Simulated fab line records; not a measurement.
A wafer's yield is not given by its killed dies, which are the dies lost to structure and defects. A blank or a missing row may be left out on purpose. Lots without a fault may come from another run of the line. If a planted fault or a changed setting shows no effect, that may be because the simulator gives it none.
Matching of chambers / flow n5Finfet / 4 sister chambers for N5_BEOL_M0_SAQP_SPACER1_ALD_98 on aldSin-02
The step deposits SiO2, target thk 12.8 nm, pulse time 1 s, purge time 2 s. 8 wafers are shown with their chamber, then 10 later ones without.

EACH WAFER AND ITS CHAMBER
wafer=L081.6; chamber=3; heaterPowerW (W)=482; precursorPulseHeightRel=0.994
wafer=L083.2; chamber=1; heaterPowerW (W)=566; precursorPulseHeightRel=1.052
wafer=L083.6; chamber=3; heaterPowerW (W)=464; precursorPulseHeightRel=0.978
wafer=L089.1; chamber=2; heaterPowerW (W)=509; precursorPulseHeightRel=0.991
wafer=L089.2; chamber=1; heaterPowerW (W)=551; precursorPulseHeightRel=0.973
wafer=L089.5; chamber=0; heaterPowerW (W)=503; precursorPulseHeightRel=1.022
wafer=L091.1; chamber=0; heaterPowerW (W)=501; precursorPulseHeightRel=1.000
wafer=L091.3; chamber=2; heaterPowerW (W)=508; precursorPulseHeightRel=1.005

WAFERS WITH NO CHAMBER GIVEN
wafer=L091.5; heaterPowerW (W)=475; precursorPulseHeightRel=1.046
wafer=L093.2; heaterPowerW (W)=515; precursorPulseHeightRel=1.025
wafer=L093.4; heaterPowerW (W)=540; precursorPulseHeightRel=0.980
wafer=L093.6; heaterPowerW (W)=501; precursorPulseHeightRel=0.985
wafer=L095.1; heaterPowerW (W)=473; precursorPulseHeightRel=1.023
wafer=L095.5; heaterPowerW (W)=549; precursorPulseHeightRel=1.002
wafer=L095.6; heaterPowerW (W)=500; precursorPulseHeightRel=1.031
wafer=L096.3; heaterPowerW (W)=510; precursorPulseHeightRel=1.003
wafer=L096.4; heaterPowerW (W)=503; precursorPulseHeightRel=1.030
wafer=L096.5; heaterPowerW (W)=519; precursorPulseHeightRel=1.006

WHICH CHAMBER EACH ONE RAN IN
wafer=L091.5; from the rows above=can't be placed: 3 or 0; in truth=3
wafer=L093.2; from the rows above=can't be placed: 2 or 0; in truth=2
wafer=L093.4; from the rows above=can't be placed: 1 or 2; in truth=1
wafer=L093.6; from the rows above=can't be placed: 0 or 2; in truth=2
wafer=L095.1; from the rows above=3; in truth=3
wafer=L095.5; from the rows above=1; in truth=1
wafer=L095.6; from the rows above=can't be placed: 0 or 2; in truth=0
wafer=L096.3; from the rows above=can't be placed: 2 or 0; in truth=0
wafer=L096.4; from the rows above=can't be placed: 0 or 2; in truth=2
wafer=L096.5; from the rows above=can't be placed: 2 or 0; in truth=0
Correct placement for 2 of the 10. Can't be placed from these rows: 8 (the true chamber is among the candidates in 8). Placed wrongly: 0.
How it was worked out, from the rows above alone: a wafer's distance from a chamber is the root of the sum, over the readings, of the square of ((its reading less the chamber's mean) divided by the reading's scatter). If the next closest chamber is less than 2 further off than the closest, the wafer can't be placed; otherwise it belongs to the closest. The mean given for a chamber averages the wafers shown for that chamber. The scatter is the square root of a quotient: the sum, over the shown wafers, of each reading's squared deviation from its chamber's mean, divided by wafers minus chambers.
